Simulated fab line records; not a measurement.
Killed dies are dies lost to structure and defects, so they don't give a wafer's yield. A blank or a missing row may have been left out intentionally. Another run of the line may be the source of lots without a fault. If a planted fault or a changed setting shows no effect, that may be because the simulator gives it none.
A single fault, viewed from 3 desks :: flow n5_finfet :: every desk sees just its own numbers, and what lay behind them comes last

## THE TOOL OWNER'S DESK: rie_diel-03
The tool's own readings at N5_BEOL_M4_ETCH_70 (etches SOC in N2/H2, target depth 80 nm, overetch 24 nm, time 130 s): means of the sampled wafers that have a number, for each lot that ran on this tool. Any lot whose mean is over 4 standard deviations away from the usual mean is out of limits and marked OUT; that distance is given in the brackets.
Columns: A = drypump_motor_current_A at N5_BEOL_M4_ETCH_70, usual 5.5 A; B = oes_product_au at N5_BEOL_M4_ETCH_70, usual 0.61 a.u.; C = rf_vpp_V at N5_BEOL_M4_ETCH_70, usual 524.4 V; D = showerhead_plenum_p_Torr at N5_BEOL_M4_ETCH_70, usual 2.56 Torr; E = throttle_valve_pct at N5_BEOL_M4_ETCH_70, usual 17.71 %
lot: L769
first seen here: day 12 06:42
A: 5.5
B: 0.55
C: 522.6
D: 2.52
E: 17.83

lot: L773
first seen here: day 13 05:40
A: 5.4
B: 0.56
C: 524.5
D: 2.55
E: 17.75

lot: L775
first seen here: day 13 14:43
A: 5.4
B: 0.58
C: 527.5
D: 2.67
E: 17.55

lot: L777
first seen here: day 14 02:01
A: 5.5
B: 0.54
C: 520.5
D: 2.44
E: 17.94
This desk's verdict: no lot among the 4 shows anything out of limits.

## THE DEFECT DESK
Lot by lot, what the route's inspections counted, given as the mean of those sampled wafers with a number. Any lot whose mean is over 4 standard deviations away from the usual mean is out of limits and marked OUT; that distance is given in the brackets.
Columns: A = raw_defect_count at N5_BEOL_M4_INSPECT_30, usual 437
lot: L761
first seen here: day 8 14:16
A: 373

lot: L760
first seen here: day 8 15:59
A: 592

lot: L766
first seen here: day 11 04:51
A: 448

lot: L769
first seen here: day 12 05:14
A: 424

lot: L773
first seen here: day 12 13:11
A: 504

lot: L775
first seen here: day 12 23:43
A: 384

lot: L777
first seen here: day 13 08:11
A: 452
This desk's verdict: no lot among the 7 shows anything out of limits.

## THE METROLOGY DESK
What the gauges read, lot by lot, whatever tool the lot ran on: means of the sampled wafers that have a number. Any lot whose mean is over 4 standard deviations away from the usual mean is out of limits and marked OUT; that distance is given in the brackets. Readings shown: 7 of its 12, picked as those furthest out on some lot.
Columns: A = V3_OVL at N5_BEOL_M4_OVL_MEAS_29, usual 0.2 nm; B = DIBL_N at N5_BEOL_M4_RC_MEAS_101, usual 36.5 mV/V; C = IOFF_N at N5_BEOL_M4_RC_MEAS_101, usual 0.17 nA/um; D = IOFF_P at N5_BEOL_M4_RC_MEAS_101, usual 0.21 nA/um; E = SS_N at N5_BEOL_M4_RC_MEAS_101, usual 71.7 mV/dec; F = VT_N at N5_BEOL_M4_RC_MEAS_101, usual 249 mV; G = VT_P at N5_BEOL_M4_RC_MEAS_101, usual -251 mV
lot: L761
first seen here: day 8 14:10
A: -0.1
B: 35.4
C: 0.16
D: 0.20
E: 71.1
F: 249
G: -247

lot: L760
first seen here: day 8 15:55
A: 0.4
B: 35.2
C: 0.17
D: 0.22
E: 71.4
F: 248
G: -249

lot: L766
first seen here: day 11 04:46
A: 0.6
B: 38.6
C: 0.19
D: 0.23
E: 72.3
F: 248
G: -249

lot: L769
first seen here: day 12 05:09
A: -0.0
B: 36.9
C: 0.14
D: 0.19
E: 71.4
F: 251
G: -254

lot: L773
first seen here: day 12 13:06
A: 1.4
B: 36.3
C: 0.15
D: 0.19
E: 71.8
F: 248
G: -250

lot: L775
first seen here: day 12 23:38
A: 0.9
B: 32.5
C: 0.12
D: 0.15
E: 70.8
F: 254
G: -257

lot: L777
first seen here: day 13 08:05
A: -1.5
B: 39.5
C: 0.23
D: 0.29
E: 72.8
F: 246
G: -246
This desk's verdict: no lot among the 7 shows anything out of limits.

## BROUGHT TOGETHER
The desk of the tool owner found nothing out of limits.
No out-of-limits result turned up at the defect desk.
Nothing out of limits was seen by the metrology desk.

## WHAT HAD BEEN PUT IN BY THE SIMULATOR
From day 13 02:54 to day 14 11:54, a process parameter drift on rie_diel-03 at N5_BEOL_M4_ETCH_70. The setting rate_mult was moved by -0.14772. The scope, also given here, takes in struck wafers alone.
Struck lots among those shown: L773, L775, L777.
